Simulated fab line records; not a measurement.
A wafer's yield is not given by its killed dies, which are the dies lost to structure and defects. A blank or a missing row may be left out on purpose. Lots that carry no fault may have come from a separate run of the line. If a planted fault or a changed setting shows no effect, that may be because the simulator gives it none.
Which tool is to blame?	flow n5_finfet	Sampling: 24 lots, 72 wafers, 6 of 1938 route steps

== WHAT EACH GAUGE READ, for each wafer ==
Not one reading of a measure or inspect step in the record can be checked against a usual standard deviation.

== WHAT TOOL EACH LOT RAN ON (gives the tool, then ch and the chambers of the sampled wafers, and finally the start) ==
lot	N5_BEOL_M5_ETCH_68	N5_BEOL_M5_VIA_ETCH_34	N5_BEOL_M5_ANNEAL_89	N5_BEOL_M6_HM_DEP_02	N5_BEOL_M6_CURE_75	N5_BEOL_M6_SPUTTER_48
L074	rie_diel-03 ch 1,2, day 8 01:20	rie_diel-03 ch 1,2, day 8 01:26	pvd_sputter-03, day 8 06:18	pvd_sputter-03, day 8 11:37	uv_cure-03 ch 2, day 8 14:07	pvd_sputter-02, day 8 15:37
L076	rie_diel-01 ch 0,1, day 8 01:41	rie_diel-01 ch 0,1, day 8 01:47	pvd_sputter-02, day 8 06:53	pvd_sputter-02, day 8 12:50	uv_cure-03 ch 2, day 8 15:17	pvd_sputter-03, day 8 17:42
L075	rie_diel-06 ch 1,3, day 8 19:40	rie_diel-06 ch 1,3, day 8 19:46	pvd_sputter-01, day 9 00:25	pvd_sputter-03, day 9 04:59	uv_cure-02 ch 2, day 9 07:38	pvd_sputter-02, day 9 10:25
L077	rie_diel-01 ch 1,2,3, day 8 19:58	rie_diel-01 ch 1,2,3, day 8 20:04	pvd_sputter-02, day 9 00:44	pvd_sputter-01, day 9 06:55	uv_cure-01 ch 1, day 9 09:46	pvd_sputter-02, day 9 10:43
L078	rie_diel-03 ch 2,3, day 9 00:51	rie_diel-03 ch 2,3, day 9 00:57	pvd_sputter-02, day 9 05:44	pvd_sputter-02, day 9 11:56	uv_cure-03 ch 1, day 9 14:07	pvd_sputter-01, day 9 15:05
L079	rie_diel-06 ch 1,3, day 9 11:52	rie_diel-06 ch 1,3, day 9 11:58	pvd_sputter-03, day 9 16:37	pvd_sputter-01, day 9 21:52	uv_cure-02 ch 0, day 10 00:32	pvd_sputter-02, day 10 01:45
L081	rie_diel-03 ch 0,2, day 9 21:57	rie_diel-03 ch 0,2, day 9 22:03	pvd_sputter-03, day 10 03:04	pvd_sputter-02, day 10 09:38	uv_cure-02 ch 0, day 10 12:52	pvd_sputter-03, day 10 14:11
L082	rie_diel-03 ch 0,3, day 10 03:36	rie_diel-03 ch 0,3, day 10 03:42	pvd_sputter-03, day 10 08:40	pvd_sputter-03, day 10 12:43	uv_cure-02 ch 1, day 10 15:11	pvd_sputter-02, day 10 16:20
L083	rie_diel-01 ch 1,2,3, day 10 09:34	rie_diel-01 ch 1,2,3, day 10 09:40	pvd_sputter-02, day 10 14:26	pvd_sputter-01, day 10 18:23	uv_cure-03 ch 1, day 10 21:17	pvd_sputter-03, day 10 23:46
L080	rie_diel-06 ch 0,2,3, day 10 10:10	rie_diel-06 ch 0,2,3, day 10 10:16	pvd_sputter-01, day 10 16:29	pvd_sputter-02, day 10 21:22	uv_cure-03 ch 0, day 10 23:38	pvd_sputter-03, day 11 01:13
L084	rie_diel-01 ch 2,3, day 10 13:42	rie_diel-01 ch 2,3, day 10 13:48	pvd_sputter-03, day 10 19:35	pvd_sputter-02, day 10 23:28	uv_cure-01 ch 1, day 11 04:29	pvd_sputter-01, day 11 06:05
L085	rie_diel-06 ch 0,1,3, day 11 04:06	rie_diel-06 ch 0,1,3, day 11 04:12	pvd_sputter-02, day 11 09:28	pvd_sputter-01, day 11 12:42	uv_cure-02 ch 0, day 11 15:40	pvd_sputter-03, day 11 18:23
L086	rie_diel-06 ch 0,1,2, day 11 17:48	rie_diel-06 ch 0,1,2, day 11 17:54	pvd_sputter-02, day 11 23:01	pvd_sputter-02, day 12 02:16	uv_cure-03 ch 0, day 12 04:49	pvd_sputter-02, day 12 07:29
L087	rie_diel-01 ch 0,2,3, day 11 21:07	rie_diel-01 ch 0,2,3, day 11 21:13	pvd_sputter-01, day 12 02:52	pvd_sputter-01, day 12 07:17	uv_cure-03 ch 2, day 12 11:34	pvd_sputter-01, day 12 12:56
L088	rie_diel-01 ch 0,2,3, day 12 00:31	rie_diel-01 ch 0,2,3, day 12 00:37	pvd_sputter-02, day 12 05:42	pvd_sputter-01, day 12 10:50	uv_cure-03 ch 0, day 12 13:05	pvd_sputter-03, day 12 15:11
L090	rie_diel-03 ch 0,1,3, day 12 06:36	rie_diel-03 ch 0,1,3, day 12 06:42	pvd_sputter-03, day 12 11:40	pvd_sputter-03, day 12 14:53	uv_cure-01 ch 0, day 12 18:20	pvd_sputter-02, day 12 19:47
L091	rie_diel-01 ch 2,3, day 12 14:11	rie_diel-01 ch 2,3, day 12 14:17	pvd_sputter-01, day 12 20:49	pvd_sputter-03, day 12 23:55	uv_cure-02 ch 1, day 13 02:05	pvd_sputter-02, day 13 02:55
L089	rie_diel-01 ch 1,2, day 12 20:26	rie_diel-01 ch 1,2, day 12 20:32	pvd_sputter-02, day 13 01:16	pvd_sputter-02, day 13 04:36	uv_cure-01 ch 2, day 13 08:46	pvd_sputter-02, day 13 10:14
L092	rie_diel-03 ch 1,2,3, day 13 02:40	rie_diel-03 ch 1,2,3, day 13 02:46	pvd_sputter-01, day 13 07:27	pvd_sputter-02, day 13 11:11	uv_cure-02 ch 2, day 13 13:43	pvd_sputter-02, day 13 16:29
L094	rie_diel-03 ch 0,2,3, day 13 03:10	rie_diel-03 ch 0,2,3, day 13 03:16	pvd_sputter-02, day 13 08:08	pvd_sputter-02, day 13 11:32	uv_cure-01 ch 1, day 13 16:19	pvd_sputter-02, day 13 17:36
L093	rie_diel-03 ch 0,1,3, day 13 06:01	rie_diel-03 ch 0,1,3, day 13 06:07	pvd_sputter-03, day 13 10:58	pvd_sputter-02, day 13 15:44	uv_cure-01 ch 1, day 13 19:06	pvd_sputter-01, day 13 20:21
L095	rie_diel-01 ch 0,1,3, day 13 07:05	rie_diel-01 ch 0,1,3, day 13 07:11	pvd_sputter-01, day 13 17:53	pvd_sputter-01, day 13 22:37	uv_cure-02 ch 0, day 14 01:41	pvd_sputter-02, day 14 02:46
L096	rie_diel-03 ch 0,1,2, day 14 01:11	rie_diel-03 ch 0,1,2, day 14 01:17	pvd_sputter-02, day 14 06:24	pvd_sputter-03, day 14 10:19	uv_cure-03 ch 0, day 14 14:17	pvd_sputter-02, day 14 15:48
L097	rie_diel-03 ch 0,2,3, day 14 03:38	rie_diel-03 ch 0,2,3, day 14 03:44	pvd_sputter-01, day 14 09:08	pvd_sputter-01, day 14 13:32	uv_cure-02 ch 0, day 14 16:09	pvd_sputter-02, day 14 18:19
- N5_BEOL_M5_ETCH_68: etches SOC in N2/H2, target depth 80 nm, overetch 16 nm, time 120 s.
- N5_BEOL_M5_VIA_ETCH_34: etches SiCOH lowk in C4F6/O2, target depth 88.3 nm, time 39.2 s.
- N5_BEOL_M5_ANNEAL_89: time 1800 s.
- N5_BEOL_M6_HM_DEP_02: deposits TiN, target thk 20 nm.
- N5_BEOL_M6_CURE_75: cures SiCOH lowk, time 120 s.
- N5_BEOL_M6_SPUTTER_48: material Cu, target thk 10 nm, time 1.667 s.

== WHAT THE TOOLS THEMSELVES READ (means of the sampled wafers that have a number; where no wafer has one, the mark that the record gives instead) ==
N5_BEOL_M5_ETCH_68. Usual: drypump_motor_current_A 5.8 A, standard deviation 0.47; oes_product_au 0.61 a.u., standard deviation 0.065; rf_vpp_V 522.5 V, standard deviation 1.7; showerhead_plenum_p_Torr 2.49 Torr, standard deviation 0.054; throttle_valve_pct 17.89 %, standard deviation 0.22.
lot	tool	drypump_motor_current_A (A)	oes_product_au (a.u.)	rf_vpp_V (V)	showerhead_plenum_p_Torr (Torr)	throttle_valve_pct (%)	flag
L074	rie_diel-03	5.6	0.55	522.8	2.52	18.24	
L076	rie_diel-01	6.0	0.68	523.0	2.47	17.50	
L075	rie_diel-06	5.1	0.56	521.4	2.42	17.90	
L077	rie_diel-01	6.2	0.65	523.2	2.50	17.76	
L078	rie_diel-03	5.2	0.55	521.4	2.45	18.01	
L079	rie_diel-06	5.1	0.56	520.8	2.42	17.92	
L081	rie_diel-03	5.9	0.64	523.9	2.57	17.99	
L082	rie_diel-03	5.7	0.64	524.0	2.53	17.92	
L083	rie_diel-01	6.2	0.63	524.1	2.50	17.78	
L080	rie_diel-06	5.7	0.59	522.4	2.47	17.82	
L084	rie_diel-01	6.3	0.64	522.7	2.51	17.95	
L085	rie_diel-06	5.5	0.58	520.9	2.44	17.82	
L086	rie_diel-06	5.8	0.58	521.3	2.47	17.83	
L087	rie_diel-01	6.3	0.63	523.7	2.50	17.84	
L088	rie_diel-01	6.3	0.62	522.5	2.50	17.85	
L090	rie_diel-03	5.6	0.65	523.0	2.50	17.96	
L091	rie_diel-01	6.5	0.58	522.8	2.52	17.94	
L089	rie_diel-01	6.0	0.65	522.1	2.47	17.85	
L092	rie_diel-03	5.4	0.60	521.9	2.47	18.07	
L094	rie_diel-03	5.5	0.58	522.4	2.50	18.05	
L093	rie_diel-03	5.6	0.63	522.5	2.49	17.98	
L095	rie_diel-01	6.2	0.61	522.2	2.48	17.71	
L096	rie_diel-03	5.8	0.63	523.4	2.53	18.07	
L097	rie_diel-03	5.5	0.57	522.3	2.50	18.05	

N5_BEOL_M5_VIA_ETCH_34. Usual: drypump_motor_current_A 5.8 A, standard deviation 0.47; oes_ar_750_au 0.80 a.u., standard deviation 0.084; oes_product_au 0.80 a.u., standard deviation 0.088; rf_vpp_V 662 V, standard deviation 12; showerhead_plenum_p_Torr 2.79 Torr, standard deviation 0.05; throttle_valve_pct 20.94 %, standard deviation 0.21.
lot	tool	drypump_motor_current_A (A)	oes_ar_750_au (a.u.)	oes_product_au (a.u.)	rf_vpp_V (V)	showerhead_plenum_p_Torr (Torr)	throttle_valve_pct (%)	flag
L074	rie_diel-03	5.6	0.72	0.71	655	2.83	21.37	
L076	rie_diel-01	5.9	0.89	0.89	649	2.78	20.70	
L075	rie_diel-06	5.1	0.73	0.73	667	2.72	20.92	
L077	rie_diel-01	6.2	0.85	0.85	658	2.80	20.82	
L078	rie_diel-03	5.2	0.72	0.71	664	2.76	21.12	
L079	rie_diel-06	5.1	0.73	0.73	668	2.72	20.93	
L081	rie_diel-03	5.9	0.83	0.83	667	2.86	20.98	
L082	rie_diel-03	5.7	0.81	0.82	677	2.81	20.83	
L083	rie_diel-01	6.2	0.84	0.84	658	2.80	20.83	
L080	rie_diel-06	5.7	0.78	0.77	656	2.77	20.93	
L084	rie_diel-01	6.3	0.85	0.84	663	2.81	20.91	
L085	rie_diel-06	5.5	0.76	0.77	659	2.74	20.85	
L086	rie_diel-06	5.8	0.76	0.75	653	2.77	20.92	
L087	rie_diel-01	6.3	0.83	0.82	656	2.80	20.88	
L088	rie_diel-01	6.3	0.82	0.82	655	2.80	20.87	
L090	rie_diel-03	5.5	0.83	0.84	675	2.78	20.93	
L091	rie_diel-01	6.5	0.78	0.77	657	2.81	20.91	
L089	rie_diel-01	6.0	0.85	0.85	662	2.77	20.89	
L092	rie_diel-03	5.4	0.78	0.77	665	2.77	21.16	
L094	rie_diel-03	5.5	0.75	0.74	666	2.80	21.08	
L093	rie_diel-03	5.6	0.83	0.82	675	2.78	20.93	
L095	rie_diel-01	6.2	0.80	0.79	650	2.79	20.82	
L096	rie_diel-03	5.8	0.82	0.82	666	2.82	21.09	
L097	rie_diel-03	5.5	0.74	0.74	666	2.79	21.09	

N5_BEOL_M5_ANNEAL_89. Usual: 829 W for heater_power_w, sd 60.
lot	tool	heater_power_w (W)	flag
L074	pvd_sputter-03	812	
L076	pvd_sputter-02	810	
L075	pvd_sputter-01	832	
L077	pvd_sputter-02	790	
L078	pvd_sputter-02	814	
L079	pvd_sputter-03	820	
L081	pvd_sputter-03	801	
L082	pvd_sputter-03	869	
L083	pvd_sputter-02	795	
L080	pvd_sputter-01	847	
L084	pvd_sputter-03	875	
L085	pvd_sputter-02	795	
L086	pvd_sputter-02	810	
L087	pvd_sputter-01	816	
L088	pvd_sputter-02	827	
L090	pvd_sputter-03	776	
L091	pvd_sputter-01	793	
L089	pvd_sputter-02	829	
L092	pvd_sputter-01	838	
L094	pvd_sputter-02	815	
L093	pvd_sputter-03	804	
L095	pvd_sputter-01	823	
L096	pvd_sputter-02	818	
L097	pvd_sputter-01	824	

N5_BEOL_M6_HM_DEP_02. Usual: 29.5 % for throttle_valve_pct, sd 1.1.
lot	tool	throttle_valve_pct (%)	flag
L074	pvd_sputter-03	29.2	
L076	pvd_sputter-02	29.9	
L075	pvd_sputter-03	29.5	
L077	pvd_sputter-01	28.7	
L078	pvd_sputter-02	30.2	
L079	pvd_sputter-01	29.2	
L081	pvd_sputter-02	30.1	
L082	pvd_sputter-03	29.4	
L083	pvd_sputter-01	28.7	
L080	pvd_sputter-02	30.1	
L084	pvd_sputter-02	30.5	
L085	pvd_sputter-01	28.5	
L086	pvd_sputter-02	30.3	
L087	pvd_sputter-01	28.1	
L088	pvd_sputter-01	28.3	
L090	pvd_sputter-03	29.4	
L091	pvd_sputter-03	30.1	
L089	pvd_sputter-02	30.5	
L092	pvd_sputter-02	30.1	
L094	pvd_sputter-02	29.9	
L093	pvd_sputter-02	30.5	
L095	pvd_sputter-01	29.1	
L096	pvd_sputter-03	29.5	
L097	pvd_sputter-01	29.0	

N5_BEOL_M6_CURE_75. Usual: lamp_power_pct 52.32 %, standard deviation 0.058; wafer_temp_C_max 371.7, standard deviation 0.42.
lot	tool	lamp_power_pct (%)	wafer_temp_C_max	flag
L074	uv_cure-03	52.36	371.6	
L076	uv_cure-03	52.29	371.6	
L075	uv_cure-02	52.31	371.7	
L077	uv_cure-01	52.29	371.7	
L078	uv_cure-03	52.28	371.6	
L079	uv_cure-02	52.37	372.0	
L081	uv_cure-02	52.28	371.4	
L082	uv_cure-02	52.36	372.5	
L083	uv_cure-03	52.30	371.8	
L080	uv_cure-03	52.30	371.4	
L084	uv_cure-01	52.32	371.8	
L085	uv_cure-02	52.27	371.5	
L086	uv_cure-03	52.36	371.2	
L087	uv_cure-03	52.31	371.4	
L088	uv_cure-03	52.35	371.6	
L090	uv_cure-01	52.37	371.1	
L091	uv_cure-02	52.28	372.3	
L089	uv_cure-01	52.35	371.7	
L092	uv_cure-02	52.29	371.5	
L094	uv_cure-01	52.31	371.6	
L093	uv_cure-01	52.36	371.7	
L095	uv_cure-02	52.29	371.9	
L096	uv_cure-03	52.33	371.4	
L097	uv_cure-02	52.37	371.6	

N5_BEOL_M6_SPUTTER_48. Usual: bias_v 60.1 V, standard deviation 0.64; chuck_gas_flow_sccm 1.25 sccm, standard deviation 0.052; throttle_valve_pct 29.7 %, standard deviation 1.
lot	tool	bias_v (V)	chuck_gas_flow_sccm (sccm)	throttle_valve_pct (%)	flag
L074	pvd_sputter-02	60.2	1.27	30.5	
L076	pvd_sputter-03	59.6	1.21	29.3	
L075	pvd_sputter-02	59.9	1.25	30.2	
L077	pvd_sputter-02	60.2	1.18	30.0	
L078	pvd_sputter-01	60.0	1.23	29.6	
L079	pvd_sputter-02	60.2	1.27	29.8	
L081	pvd_sputter-03	59.6	1.25	28.7	
L082	pvd_sputter-02	59.9	1.29	29.9	
L083	pvd_sputter-03	59.9	1.30	28.7	
L080	pvd_sputter-03	59.7	1.27	29.4	
L084	pvd_sputter-01	60.2	1.27	28.1	
L085	pvd_sputter-03	59.6	1.29	29.2	
L086	pvd_sputter-02	60.2	1.27	30.4	
L087	pvd_sputter-01	60.6	1.24	29.3	
L088	pvd_sputter-03	60.9	1.22	29.3	
L090	pvd_sputter-02	59.8	1.22	30.2	
L091	pvd_sputter-02	60.4	1.24	30.0	
L089	pvd_sputter-02	60.4	1.27	30.6	
L092	pvd_sputter-02	59.8	1.26	30.7	
L094	pvd_sputter-02	60.6	1.20	30.2	
L093	pvd_sputter-01	60.5	1.23	29.0	
L095	pvd_sputter-02	60.2	1.25	30.5	
L096	pvd_sputter-02	60.4	1.29	30.2	
L097	pvd_sputter-02	59.4	1.24	30.2	

== THE ANSWER, worked out from the rows above alone ==
Rule: lot off if the mean of its wafers having a number is beyond 3 standard deviations from the usual mean. A lot without any number at a reading at which 4 lots or more have one is off too. Any other lot the step has rows for is counted as sound. First the gauges in route order, then the tools' own readings, where a lot's mean is used as printed above. At the first step where some lot is off, the reading lying furthest off is the one used; lots without a number count as furthest.
None of the lots is off at any reading shown; this tells nothing.

== WHAT WAS PUT IN BY THE SIMULATOR ==
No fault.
